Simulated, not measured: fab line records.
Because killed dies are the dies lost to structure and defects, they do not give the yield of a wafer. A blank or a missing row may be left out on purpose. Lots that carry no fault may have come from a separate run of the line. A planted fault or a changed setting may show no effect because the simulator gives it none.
fab line records	flow n5Finfet
record lots=10	wafers=30	lastDay=18
route steps=1938 shown BEOL_M6@1217 PASSIVATION@1936
lots that met no fault: taken from a fault-free run of the same line
startH: hours from the record's first day to the start of the lot's first wafer shown	waitH: hours since the lot's step before	" identical to the entry in the row above	L1.1+2: a row that stands for several wafers	- no value, or no start given	* or withheld: withheld	< > ~ a bound
route shown NAME@n: NAME is a module with steps in the file, n the number in the route of the first one	usual: average and standard deviation across the fault-free wafers	same: alike in all rows	chamber/n: place in a boat	sites: the reading at each site	_std_site: standard deviation of those values	_edge_site: inner sites' mean taken away from outer sites' mean	radiusMm: for every site, how far away it sits from the centre of the wafer	mask NAME#n: copy n	behind: the last tool/chamber to shape the wafer	hold: the reason the lot was held/the length of the hold in hours/how it ended	device: transistor that didn't switch, given as n, p or np	end of line: the route-end tests of the same wafers	where a step has no rows: the recipe by itself	killed: not the wafer's yield, but the dies lost to structure and defects at the first sort	map: a wafer's dies, x killed, . not, _ none there
set.NAME: the setting that was run; set.NAME@STEP: the one run at that earlier step	model.NAME: the simulator's own value behind a step, which no gauge read
steps of the route over a sample of lots; a table a step, a row a wafer
services: when a tool's chamber went out of use (startH, in hours from the record's first day, below 0 if earlier), for how many hours, and the reason
## steps
# step N5_BEOL_M6_CD_MEAS_18
# recipe pitchNm=80	targetCdNm=40
# usual cdNm=40.1/0.76
lot.wafer	tool	chamber	startH	waitH	cdNm
L777.1	cdSem-03	-	181.68	0.0	39.4
L777.3	"	-	"	"	40.6
L777.4	"	-	"	"	38.8
L780.3	cdSem-03	-	203.67	0.1	40.4
L780.5	"	-	"	"	40.2
L780.6	"	-	"	"	39.5
L779.4	cdSem-02	-	215.71	0.1	40.1
L779.5	"	-	"	"	39.8
L779.6	"	-	"	"	39.5
L781.1	cdSem-02	-	222.64	0.0	40.1
L781.2	"	-	"	"	40.6
L781.3	"	-	"	"	40.3
L782.2	cdSem-03	-	233.08	0.1	39.0
L782.4	"	-	"	"	41.6
L782.5	"	-	"	"	41.7
L785.1	cdSem-02	-	246.22	0.0	40.3
L785.3	"	-	"	"	40.6
L785.4	"	-	"	"	40.2
L793.2	cdSem-03	-	282.94	0.1	40.5
L793.3	"	-	"	"	39.3
L793.5	"	-	"	"	40.4
L794.3	cdSem-03	-	299.10	0.1	40.6
L794.4	"	-	"	"	41.3
L794.6	"	-	"	"	41.2
L798.1	cdSem-02	-	330.67	0.0	40.0
L798.2	"	-	"	"	40.6
L798.3	"	-	"	"	41.5
L800.1	cdSem-03	-	333.97	0.0	40.6
L800.3	"	-	"	"	39.6
L800.4	"	-	"	"	40.8
# step N5_BEOL_M6_ETCH_65
# recipe chemistry=CF4	target=SiARC	targetDepthA=156	maskMaterial=CAR-EUV	timeS=26	ionEnergyEv=80	pressureMtorr=40	sourceW=545	biasW=36	Ar_flow_sccm=100	cf4FlowSccm=100	ends=cleared
# usual drypumpMotorCurrentA=5.6/0.4	etchRfOnTimeS=25.8/0.72	oesProductAu=0.69/0.069	rfFwdPowerW=532.8/2.2	rfVppV=183.8/1.1	showerheadPlenumPTorr=2.12/0.06	throttleValvePct=15.51/0.11
lot.wafer	tool	chamber	startH	waitH	drypumpMotorCurrentA	etchRfOnTimeS	oesProductAu	rfFwdPowerW	rfHoursCounterH	rfVppV	showerheadPlenumPTorr	throttleValvePct
L777.1	rieDiel-04	3	182.48	0.0	5.1	26.3	0.70	536.0	92	183.1	2.07	15.60
L777.3	"	0	"	"	5.9	26.0	0.68	534.1	122	185.0	2.08	15.43
L777.4	"	2	"	"	6.0	26.9	0.60	530.2	187	184.8	2.13	15.46
L780.3	rieDiel-06	2	205.20	0.0	5.8	23.7	0.75	530.3	73	182.1	2.17	15.50
L780.5	"	3	"	"	5.1	26.2	0.73	531.9	-	183.1	2.09	15.61
L780.6	"	2	"	"	5.8	23.6	0.75	531.0	-	183.9	2.17	15.49
L779.4	rieDiel-04	0	216.46	0.0	6.0	25.9	0.66	533.1	137	184.0	2.08	15.46
L779.5	"	2	"	"	6.0	26.6	0.59	533.1	-	184.2	2.13	15.50
L779.6	"	1	"	"	5.8	25.1	0.82	537.1	-	185.0	2.19	15.42
L781.1	rieDiel-04	0	223.50	0.0	5.9	25.5	0.67	531.0	139	180.7	2.08	15.45
L781.2	"	1	"	"	5.8	25.3	0.81	538.0	4	183.4	2.19	15.42
L781.3	"	2	"	"	6.0	26.6	0.60	534.2	205	183.4	2.13	15.48
L782.2	rieDiel-04	2	234.27	0.0	6.0	26.6	0.59	532.5	208	184.4	2.13	15.50
L782.4	"	3	"	"	5.1	26.2	0.70	533.7	107	183.3	2.06	15.63
L782.5	"	1	"	"	5.8	25.5	0.79	535.5	-	183.6	2.19	15.43
L785.1	rieDiel-04	3	248.10	0.0	5.1	26.5	0.68	535.8	111	183.2	2.06	15.65
L785.3	"	0	"	"	5.9	25.7	0.65	534.2	147	184.3	2.07	15.47
L785.4	"	1	"	"	5.9	25.3	0.78	534.6	13	184.1	2.19	15.44
L793.2	rieDiel-04	3	285.41	0.0	5.2	18.2	0.84	529.5	123	182.3	2.06	15.69
L793.3	"	2	"	"	6.0	26.6	0.58	532.5	226	185.2	2.12	15.52
L793.5	"	0	"	"	5.9	25.8	0.64	531.9	-	182.3	2.07	15.51
L794.3	rieDiel-01	0	301.56	0.0	5.2	26.1	0.67	530.0	121	186.0	2.23	15.57
L794.4	"	1	"	"	5.3	25.3	0.77	534.6	19	183.3	2.09	15.52
L794.6	"	2	"	"	5.6	25.9	0.69	531.2	-	182.0	2.07	15.47
L798.1	rieDiel-01	0	333.27	0.0	5.2	25.8	0.66	530.4	132	185.1	2.22	15.60
L798.2	"	3	"	"	6.1	25.4	0.77	531.1	40	184.1	2.09	15.25
L798.3	"	2	"	"	5.6	25.9	0.67	534.1	112	181.3	2.06	15.48
L800.1	rieDiel-04	0	338.20	0.0	5.9	25.7	0.63	530.6	174	183.2	2.06	15.52
L800.3	"	1	"	"	5.8	25.4	0.72	534.0	42	185.3	2.18	15.50
L800.4	"	2	"	"	6.0	27.2	0.57	531.8	244	183.2	2.12	15.58
# step N5_BEOL_M6_ETCH_66
# recipe chemistry=N2/H2	target=SOC	targetDepthA=800	overetchA=160	maskMaterial=SiARC	tempC=40	timeS=120	ionEnergyEv=200	pressureMtorr=30	sourceW=840	biasW=150	n2FlowSccm=200	h2FlowSccm=200
# usual drypumpMotorCurrentA=5.7/0.4	oesProductAu=0.62/0.056	rfFwdPowerW=835.8/2.8	rfVppV=523.3/2.4	showerheadPlenumPTorr=2.53/0.08	tempC=39.99/0.11	throttleValvePct=17.74/0.14
lot.wafer	tool	chamber	startH	waitH	drypumpMotorCurrentA	oesProductAu	rfFwdPowerW	rfHoursCounterH	rfVppV	showerheadPlenumPTorr	tempC	throttleValvePct
L777.1	rieDiel-04	3	182.51	0.0	5.1	0.63	838.6	92	520.5	2.46	40.05	17.82
L777.3	"	0	"	"	6.0	0.60	829.2	122	522.9	2.45	40.13	17.58
L777.4	"	2	"	"	6.0	0.55	835.5	187	522.8	2.53	40.09	17.58
L780.3	rieDiel-06	2	205.23	0.0	5.8	0.63	836.5	73	523.3	2.57	40.12	17.66
L780.5	"	3	"	"	5.0	0.65	836.3	-	522.7	2.48	39.77	17.82
L780.6	"	2	"	"	5.8	0.64	837.3	-	523.4	2.58	40.06	17.65
L779.4	rieDiel-04	0	216.49	0.0	5.9	0.59	837.0	137	520.0	2.45	40.17	17.62
L779.5	"	2	"	"	6.0	0.55	834.7	-	524.0	2.52	39.82	17.61
L779.6	"	1	"	"	5.9	0.72	842.3	-	526.5	2.62	39.89	17.82
L781.1	rieDiel-04	0	223.53	0.0	6.0	0.59	835.7	140	521.0	2.45	39.92	17.62
L781.2	"	1	"	"	5.8	0.71	839.8	5	525.5	2.62	39.86	17.84
L781.3	"	2	"	"	6.0	0.54	834.3	205	522.3	2.52	40.18	17.62
L782.2	rieDiel-04	2	234.30	0.0	6.0	0.54	838.9	208	521.9	2.52	40.15	17.61
L782.4	"	3	"	"	5.1	0.62	837.1	107	520.2	2.45	40.07	17.84
L782.5	"	1	"	"	5.8	0.69	836.2	-	526.8	2.62	39.90	17.84
L785.1	rieDiel-04	3	248.13	0.0	5.1	0.62	835.1	111	520.5	2.45	40.08	17.86
L785.3	"	0	"	"	6.0	0.58	833.6	147	519.0	2.44	40.17	17.62
L785.4	"	1	"	"	5.9	0.69	836.7	13	526.3	2.62	40.07	17.84
L793.2	rieDiel-04	3	285.44	0.0	5.2	0.61	836.6	123	519.9	2.45	40.22	17.89
L793.3	"	2	"	"	6.0	0.53	835.6	226	521.4	2.51	39.93	17.66
L793.5	"	0	"	"	6.0	0.57	834.4	-	522.4	2.44	39.89	17.65
L794.3	rieDiel-01	0	301.58	0.0	5.2	0.60	839.6	121	528.4	2.66	40.12	17.83
L794.4	"	1	"	"	5.4	0.68	833.7	19	523.0	2.48	39.92	17.75
L794.6	"	2	"	"	5.6	0.61	834.8	-	521.3	2.45	40.08	17.55
L798.1	rieDiel-01	0	333.29	0.0	5.2	0.59	836.0	132	526.4	2.65	40.03	17.86
L798.2	"	3	"	"	6.2	0.68	834.6	40	523.0	2.50	40.00	17.70
L798.3	"	2	"	"	5.5	0.61	826.7	112	524.1	2.44	40.00	17.57
L800.1	rieDiel-04	0	338.23	0.0	5.9	0.57	832.2	174	520.9	2.43	40.05	17.67
L800.3	"	1	"	"	5.9	0.65	833.4	42	524.2	2.60	40.00	17.90
L800.4	"	2	"	"	6.0	0.53	832.4	244	522.6	2.51	39.92	17.68
# step N5_BEOL_M6_OCD_MEAS_38
# usual trenchDepthNm=94.6/2.5
lot.wafer	tool	chamber	startH	waitH	trenchDepthNm
L777.1	ocd-01	-	182.85	-	92.8
L777.3	"	-	"	"	93.2
L777.4	"	-	"	"	89.0
L780.3	ocd-02	-	205.58	-	99.5
L780.5	"	-	"	"	94.2
L780.6	"	-	"	"	100.0
L779.4	ocd-02	-	216.84	-	94.8
L779.5	"	-	"	"	90.7
L779.6	"	-	"	"	98.7
L781.1	ocd-02	-	223.87	-	94.5
L781.2	"	-	"	"	98.9
L781.3	"	-	"	"	90.7
L782.2	ocd-02	-	234.65	-	92.4
L782.4	"	-	"	"	95.7
L782.5	"	-	"	"	99.9
L785.1	ocd-01	-	248.48	-	93.3
L785.3	"	-	"	"	95.6
L785.4	"	-	"	"	98.7
L793.2	ocd-01	-	285.79	-	94.8
L793.3	"	-	"	"	90.8
L793.5	"	-	"	"	94.4
L794.3	ocd-02	-	301.94	-	95.5
L794.4	"	-	"	"	96.4
L794.6	"	-	"	"	94.3
L798.1	ocd-01	-	333.64	-	95.4
L798.2	"	-	"	"	97.3
L798.3	"	-	"	"	95.1
L800.1	ocd-02	-	338.57	-	93.7
L800.3	"	-	"	"	97.8
L800.4	"	-	"	"	90.0
# step N5_PASSIVATION_PROBE_49
# usual defectLimitedYield=91.1/1.4	killed_at_M0_to_M3=34/9.7	killed_at_M4_up=13/5.1	killedAtContacts=14/6.3	killedAtFrontEnd=40/11	killedAtOther=3.5/2.7	killedDies=105/16	killedOpen=70/12	killedShort=34/7.8	sort_bin_4_leakage=0.02/0.13	sort_bin_5_function=5.2/0.88	sort_bin_6_memory=3.3/0.7	sort_bin_8_speed=0.1/0.62	sortNPass=1074/17	sortYieldPct=91.0/1.5
# same grossDies=1180	killedAtBackSide=0
lot.wafer	tool	chamber	startH	waitH	defectLimitedYield[%]	killed_at_M0_to_M3	killed_at_M4_up	killedAtContacts	killedAtFrontEnd	killedAtOther	killedDies	killedOpen	killedShort	sort_bin_4_leakage[%]	sort_bin_5_function[%]	sort_bin_6_memory[%]	sort_bin_8_speed[%]	sortNPass	sortYieldPct[%]
L777.1	prober-01	-	271.66	0.0	93.2	31	10	9	28	2	80	61	18	0	3.7	3.0	0	1100	93.2
L777.3	prober-01	-	271.76	0.1	90.2	55	8	15	34	4	116	76	39	0	5.9	3.3	0	1064	90.2
L777.4	prober-01	-	271.81	0.2	93.0	27	19	8	23	6	83	61	21	0.08	4.1	2.9	0	1096	92.9
L780.3	prober-01	-	291.88	0.1	90.6	43	8	17	43	0	111	71	35	0	6.4	2.2	0	1069	90.6
L780.5	prober-01	-	291.98	0.2	91.7	29	8	18	42	1	98	65	32	0	4.9	3.2	0	1082	91.7
L780.6	prober-01	-	292.03	0.3	91.4	25	7	31	37	1	101	70	31	0	5.3	2.6	0	1079	91.4
L779.4	prober-02	-	298.22	0.2	90.1	58	10	18	29	2	117	87	30	0	5.3	4.4	0	1063	90.1
L779.5	prober-02	-	298.27	0.2	91.9	32	12	13	36	2	95	68	26	0	4.5	3.3	0	1085	91.9
L779.6	prober-02	-	298.32	0.3	93.0	30	7	10	33	3	83	48	33	0	4.7	2.2	0	1097	93.0
L781.1	prober-01	-	307.65	0.0	91.7	42	16	13	26	1	98	62	34	0	4.5	3.4	0	1082	91.7
L781.2	prober-01	-	307.70	0.1	92.1	35	19	7	30	2	93	63	30	0	5.3	2.3	0	1087	92.1
L781.3	prober-01	-	307.75	0.1	90.5	35	16	20	39	2	112	75	35	0	4.4	4.7	0	1068	90.5
L785.1	prober-02	-	339.04	0.0	93.5	21	11	4	41	0	77	48	29	0	3.7	2.5	0	1103	93.5
L785.3	prober-02	-	339.14	0.1	93.1	22	9	4	42	4	81	48	33	0	4.1	2.5	0	1099	93.1
L785.4	prober-02	-	339.19	0.2	90.8	35	15	15	37	6	108	64	35	0	5.2	2.9	0	1072	90.8
L793.2	prober-01	-	371.55	0.1	90.8	34	16	6	50	2	108	71	37	0	5.6	3.4	0	1072	90.8
L793.3	prober-01	-	371.60	0.1	93.0	29	9	7	37	1	83	63	20	0	4.4	2.3	0	1097	93.0
L793.5	prober-01	-	371.70	0.2	92.1	21	13	12	43	4	93	60	33	0	4.5	3.1	0	1087	92.1
L794.3	prober-01	-	386.96	0.1	90.3	28	6	21	51	8	114	76	30	0	5.9	3.1	0	1066	90.3
L794.4	prober-01	-	387.01	0.2	90.5	32	14	22	39	5	112	73	36	0.08	5.5	3.4	0	1067	90.4
L794.6	prober-01	-	387.11	0.3	89.4	40	17	19	41	8	125	77	38	0	6.1	3.5	0	1055	89.4
# killed by level:class
L777.1 STI_FIN_REVEAL:geometricParticle:open=13 BEOL_M1:geometricParticle:open=9 MOL_CONTACT_COAG:geometricParticle:open=8 BEOL_M0_SAQP:geometricParticle:open=7 BEOL_M0:geometricParticle:open=6 GATE_CUT:geometricParticle:short=3 BEOL_M4:geometricParticle:open=3 FIN_SAQP:geometricParticle:open=2
L777.3 BEOL_M3:geometricParticle:open=15 MOL_CONTACT_COAG:geometricParticle:open=10 BEOL_M0_SAQP:geometricParticle:short=9 STI_FIN_REVEAL:geometricParticle:open=8 BEOL_M0_SAQP:geometricParticle:open=8 BEOL_M1:geometricParticle:open=8 BEOL_M1:geometricParticle:short=6 MOL_CONTACT_COAG:geometricParticle:short=5
L777.4 STI_FIN_REVEAL:geometricParticle:open=8 BEOL_M0_SAQP:geometricParticle:open=8 BEOL_M1:geometricParticle:open=8 BEOL_M4:geometricParticle:open=7 BEOL_M0_SAQP:geometricParticle:short=6 FIN_SAQP:geometricParticle:open=4 MOL_CONTACT_COAG:geometricParticle:short=4 MOL_CONTACT_COAG:geometricParticle:open=4
L780.3 BEOL_M0_SAQP:geometricParticle:short=15 MOL_CONTACT_COAG:geometricParticle:open=14 BEOL_M0_SAQP:geometricParticle:open=13 DUMMY_GATE:geometricParticle:open=10 BEOL_M2:geometricParticle:open=7 FIN_SAQP:geometricParticle:open=5 FIN_SAQP:geometricParticle:short=5 GATE_CUT:geometricParticle:short=5
L780.5 MOL_CONTACT_COAG:geometricParticle:open=14 BEOL_M0_SAQP:geometricParticle:open=12 DUMMY_GATE:geometricParticle:open=9 FIN_SAQP:geometricParticle:open=7 BEOL_M0_SAQP:geometricParticle:short=6 DUMMY_GATE:geometricParticle:short=5 BEOL_M2:geometricParticle:open=5 STARTING-WAFER:geometricParticle:open=5
L780.6 MOL_CONTACT_COAG:geometricParticle:open=25 FIN_SAQP:geometricParticle:open=9 BEOL_M0_SAQP:geometricParticle:short=8 BEOL_M0_SAQP:geometricParticle:open=8 FIN_SAQP:geometricParticle:short=7 DUMMY_GATE:geometricParticle:open=6 MOL_CONTACT_COAG:geometricParticle:short=6 BEOL_M4:geometricParticle:open=6
L779.4 BEOL_M0_SAQP:geometricParticle:open=17 MOL_CONTACT_COAG:geometricParticle:open=16 BEOL_M2:geometricParticle:open=13 STI_FIN_REVEAL:geometricParticle:open=11 BEOL_M0_SAQP:geometricParticle:short=10 BEOL_M3:geometricParticle:open=10 FIN_SAQP:geometricParticle:short=6 DUMMY_GATE:geometricParticle:open=4
L779.5 MOL_CONTACT_COAG:geometricParticle:open=12 GATE_CUT:geometricParticle:short=8 BEOL_M0_SAQP:geometricParticle:open=7 BEOL_M3:geometricParticle:open=7 BEOL_M0_SAQP:geometricParticle:short=6 DUMMY_GATE:geometricParticle:open=6 STI_FIN_REVEAL:geometricParticle:open=5 BEOL_M2:geometricParticle:open=5
L779.6 FIN_SAQP:geometricParticle:short=11 BEOL_M0_SAQP:geometricParticle:short=11 MOL_CONTACT_COAG:geometricParticle:open=7 FIN_SAQP:geometricParticle:open=5 BEOL_M1:geometricParticle:open=5 BEOL_M0_SAQP:geometricParticle:open=5 BEOL_M0:geometricParticle:open=4 BEOL_M3:geometricParticle:open=4
L781.1 BEOL_M0_SAQP:geometricParticle:short=12 BEOL_M3:geometricParticle:open=10 MOL_CONTACT_COAG:geometricParticle:open=9 BEOL_M0_SAQP:geometricParticle:open=9 BEOL_M4:geometricParticle:open=9 FIN_SAQP:geometricParticle:short=4 FIN_SAQP:geometricParticle:open=4 STI_FIN_REVEAL:geometricParticle:open=4
L781.2 STI_FIN_REVEAL:geometricParticle:open=10 BEOL_M4:geometricParticle:open=9 BEOL_M0_SAQP:geometricParticle:short=8 FIN_SAQP:geometricParticle:open=7 MOL_CONTACT_COAG:geometricParticle:open=7 BEOL_M0_SAQP:geometricParticle:open=7 BEOL_M3:geometricParticle:open=6 BEOL_M2:geometricParticle:open=6
L781.3 MOL_CONTACT_COAG:geometricParticle:open=17 STI_FIN_REVEAL:geometricParticle:open=16 BEOL_M0_SAQP:geometricParticle:short=11 BEOL_M4:geometricParticle:open=10 BEOL_M0_SAQP:geometricParticle:open=7 BEOL_M2:geometricParticle:open=5 BEOL_M3:geometricParticle:open=4 GATE_CUT:geometricParticle:short=4
L785.1 STI_FIN_REVEAL:geometricParticle:open=13 FIN_SAQP:geometricParticle:short=8 BEOL_M0_SAQP:geometricParticle:short=6 BEOL_M0_SAQP:geometricParticle:open=5 BEOL_M4:geometricParticle:open=5 FIN_SAQP:geometricParticle:open=4 BEOL_M1:geometricParticle:open=4 STARTING-WAFER:geometricParticle:short=3
L785.3 BEOL_M0_SAQP:geometricParticle:open=8 FIN_SAQP:geometricParticle:open=6 FIN_SAQP:geometricParticle:short=6 STI_FIN_REVEAL:geometricParticle:open=6 ILD0:geometricParticle:open=6 BEOL_M0_SAQP:geometricParticle:short=6 MOL_CONTACT_COAG:geometricParticle:open=4 BEOL_M4:geometricParticle:open=4
L785.4 MOL_CONTACT_COAG:geometricParticle:open=13 BEOL_M0_SAQP:geometricParticle:short=10 BEOL_M0_SAQP:geometricParticle:open=9 HKMG_FIN:areaEtch=9 STI_FIN_REVEAL:geometricParticle:open=6 BEOL_M2:geometricParticle:open=6 FIN_SAQP:geometricParticle:open=4 BEOL_M3:geometricParticle:open=4
L793.2 FIN_SAQP:geometricParticle:open=9 BEOL_M0_SAQP:geometricParticle:open=9 BEOL_M0_SAQP:geometricParticle:short=9 DUMMY_GATE:geometricParticle:open=7 STI_FIN_REVEAL:geometricParticle:open=6 MOL_CONTACT_COAG:geometricParticle:open=6 BEOL_M3:geometricParticle:open=6 FIN_SAQP:geometricParticle:short=5
L793.3 BEOL_M3:geometricParticle:open=10 FIN_SAQP:geometricParticle:open=8 DUMMY_GATE:geometricParticle:open=8 BEOL_M0_SAQP:geometricParticle:open=7 MOL_CONTACT_COAG:geometricParticle:open=7 STI_FIN_REVEAL:geometricParticle:open=5 BEOL_M0:geometricParticle:open=4 BEOL_M0_SAQP:geometricParticle:short=3
L793.5 STI_FIN_REVEAL:geometricParticle:open=14 MOL_CONTACT_COAG:geometricParticle:open=8 FIN_SAQP:geometricParticle:open=6 STARTING-WAFER:geometricParticle:short=5 FIN_SAQP:geometricParticle:short=4 DUMMY_GATE:geometricParticle:open=4 MOL_CONTACT_COAG:geometricParticle:short=4 BEOL_M1:geometricParticle:short=4
L794.3 MOL_CONTACT_COAG:geometricParticle:open=18 STI_FIN_REVEAL:geometricParticle:open=15 BEOL_M2:geometricParticle:open=8 BEOL_M3:geometricParticle:open=7 STARTING-WAFER:geometricParticle:short=6 FIN_SAQP:geometricParticle:open=5 BEOL_M0_SAQP:geometricParticle:short=5 STARTING-WAFER:geometricParticle:open=5
L794.4 MOL_CONTACT_COAG:geometricParticle:open=17 BEOL_M3:geometricParticle:open=12 STI_FIN_REVEAL:geometricParticle:open=9 BEOL_M0_SAQP:geometricParticle:open=6 FIN_SAQP:geometricParticle:open=5 FIN_SAQP:geometricParticle:short=5 MOL_CONTACT_COAG:geometricParticle:short=5 BEOL_M0_SAQP:geometricParticle:short=5
L794.6 BEOL_M2:geometricParticle:open=14 MOL_CONTACT_COAG:geometricParticle:open=12 HKMG_FIN:areaEtch=7 FIN_SAQP:geometricParticle:short=6 MOL_CONTACT_COAG:geometricParticle:short=6 BEOL_M1:geometricParticle:open=6 BEOL_M4:geometricParticle:open=6 STI_FIN_REVEAL:geometricParticle:open=5
## services
tool	chamber	startH	hours	kind
rieDiel-06	3	173.08	5.7	repair
rieDiel-04	3	185.80	9.3	repair
rieDiel-04	1	195.45	-	clean
rieDiel-04	1	195.45	-	consumableReplace:focusRing
rieDiel-04	1	195.45	17.4	scheduledDown
rieDiel-04	1	195.45	17.4	ventCycle
rieDiel-01	3	205.59	-	clean
rieDiel-01	3	205.59	-	consumableReplace:focusRing
rieDiel-01	3	205.59	19.6	scheduledDown
rieDiel-01	3	205.59	19.6	ventCycle
rieDiel-06	-	221.57	2.8	pm
rieDiel-01	1	225.32	-	clean
rieDiel-01	1	225.32	-	consumableReplace:focusRing
rieDiel-01	1	225.32	22.4	scheduledDown
rieDiel-01	1	225.32	22.4	ventCycle
rieDiel-06	-	256.88	0.1	repair
rieDiel-01	-	284.58	0.4	repair
rieDiel-06	0	311.12	-	clean
rieDiel-06	0	311.12	-	consumableReplace:esc
rieDiel-06	0	311.12	-	consumableReplace:focusRing
rieDiel-06	0	311.12	22.7	scheduledDown
rieDiel-06	0	311.12	22.7	ventCycle
rieDiel-01	2	337.34	4.5	repair
## key
firstSign step=N5_BEOL_M6_ETCH_65	reading=etchRfOnTimeS	direction=down	sigmas=11	usual=*	struck=*
effect none on later readings
metAt N5_BEOL_M6_ETCH_65
struckLots L793
struckWafers L793.2
notActingAt N5_BEOL_M6_CD_MEAS_18,N5_BEOL_M6_ETCH_66,N5_BEOL_M6_OCD_MEAS_38
onsetBetween 248.10 285.41
fault kind=processParameterDrift	tool=rieDiel-04	chamber=3	onsetH=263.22	steps=N5_BEOL_M6_ETCH_65	channel=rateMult	offset=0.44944	shape=step	endH=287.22
